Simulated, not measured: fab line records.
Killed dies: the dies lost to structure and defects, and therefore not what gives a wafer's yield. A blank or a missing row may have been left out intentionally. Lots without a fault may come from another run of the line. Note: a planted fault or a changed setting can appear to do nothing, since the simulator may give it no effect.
The tool behind it: which one? + flow nandHarc + 12 lots with 36 wafers sampled at 4 steps, on a route of 1302 steps

== WHAT EACH GAUGE READ, for each wafer ==
NHARC_P_M2_CD_MEAS_09: target cd 170 nm.
| lot  | measured     | on       | cdNm (nm)         |
|------|--------------|----------|-------------------|
| L075 | day 7 05:19  | cdSem-03 | 169.4 169.7 170.2 |
| L077 | day 7 13:36  | cdSem-02 | 169.7 170.0 169.9 |
| L078 | day 8 06:50  | cdSem-02 | 170.7 171.2 171.2 |
| L081 | day 9 10:07  | cdSem-01 | 169.8 169.4 169.5 |
| L083 | day 10 01:29 | cdSem-02 | 170.4 170.6 170.5 |
| L085 | day 11 05:26 | cdSem-03 | 169.9 171.0 171.1 |
| L087 | day 11 21:58 | cdSem-02 | 170.4 170.9 170.0 |
| L089 | day 12 14:23 | cdSem-02 | 169.8 170.8 170.1 |
| L092 | day 13 17:08 | cdSem-01 | 169.8 170.6 170.4 |
| L093 | day 14 09:07 | cdSem-01 | 170.2 170.3 170.9 |
| L095 | day 15 07:03 | cdSem-01 | 170.5 171.5 171.6 |
| L097 | day 16 06:16 | cdSem-02 | 170.0 170.7 169.2 |

== TOOL THAT RAN EACH LOT (tool first, then ch and the chambers of the sampled wafers, then the start) ==
| lot  | NHARC_P_M0_ETCH_15                           | NHARC_P_M0_STRIP_18               | NHARC_P_M1_ETCH_28                           |
|------|----------------------------------------------|-----------------------------------|----------------------------------------------|
| L075 | rieDiel-11 ch 0,3, day 6 13:11 or earlier    | rieDiel-11 ch 0,1,2, day 6 13:11  | rieDiel-12 ch 0,1,2, day 7 05:19 or earlier  |
| L077 | rieDiel-06 ch 0,1,2, day 7 05:58 or earlier  | rieDiel-06 ch 0,3, day 7 05:58    | rieDiel-10 ch 0,1,3, day 7 13:36 or earlier  |
| L078 | rieDiel-06 ch 1,2,3, day 7 23:07 or earlier  | rieDiel-06 ch 0,1,3, day 7 23:07  | rieDiel-09 ch 2,3, day 8 06:50 or earlier    |
| L081 | rieDiel-07 ch 1,3, day 9 02:31 or earlier    | rieDiel-07 ch 0,1,3, day 9 02:31  | rieDiel-09 ch 0,1,3, day 9 10:07 or earlier  |
| L083 | rieDiel-07 ch 0,1,2, day 9 17:39 or earlier  | rieDiel-06 ch 1,2, day 9 17:39    | rieDiel-09 ch 0,2,3, day 10 01:29 or earlier |
| L085 | rieDiel-07 ch 0,2,3, day 10 21:40 or earlier | rieDiel-06 ch 0,1,2, day 10 21:40 | rieDiel-09 ch 0,1,3, day 11 05:26 or earlier |
| L087 | rieDiel-06 ch 1,2,3, day 11 13:40 or earlier | rieDiel-07 ch 1,2,3, day 11 13:40 | rieDiel-10 ch 0,2,3, day 11 21:58 or earlier |
| L089 | rieDiel-06 ch 1,2,3, day 12 06:45 or earlier | rieDiel-06 ch 1,2,3, day 12 06:45 | rieDiel-10 ch 0,1,3, day 12 14:23 or earlier |
| L092 | rieDiel-06 ch 1,2,3, day 13 09:28 or earlier | rieDiel-06 ch 0,1,3, day 13 09:28 | rieDiel-09 ch 1,2,3, day 13 17:08 or earlier |
| L093 | rieDiel-11 ch 0,1,3, day 14 01:16 or earlier | rieDiel-11 ch 1,2,3, day 14 01:16 | rieDiel-10 ch 0,2,3, day 14 09:07 or earlier |
| L095 | rieDiel-07 ch 0,1,3, day 14 23:39 or earlier | rieDiel-06 ch 0,3, day 14 23:39   | rieDiel-09 ch 0,2,3, day 15 07:03 or earlier |
| L097 | rieDiel-06 ch 0,1,3, day 15 22:42 or earlier | rieDiel-06 ch 0,1,3, day 15 22:42 | rieDiel-09 ch 0,1, day 16 06:16 or earlier   |
- NHARC_P_M0_ETCH_15: etches the open film in C4F8/Ar, target depth 150 nm, overetch 15 nm, time 82.5 s.
- NHARC_P_M0_STRIP_18: strips in N2/H2.
- NHARC_P_M1_ETCH_28: etches the open film in CF4/N2, target depth 30 nm, time 72.99 s.

== THE ANSWER, worked out from the rows above alone ==
Rule: what is usual is taken from the lots themselves. The widest of any qualifying gaps counts: lots, ordered by their means at a reading, are off when they make up no more than a third of the lots, leave a main group of 4 or more, and stand apart from it by 3 or more times the standard deviation of that group's means. Not used: any main group whose means are identical at the precision the tables above print for the reading. A lot without any number at a reading at which 4 lots or more have one is off too. Any other lot the step has rows for is counted as sound.
No lot is off on any of the readings shown, so nothing can be concluded from this.

== WHAT HAD BEEN PUT IN BY THE SIMULATOR ==
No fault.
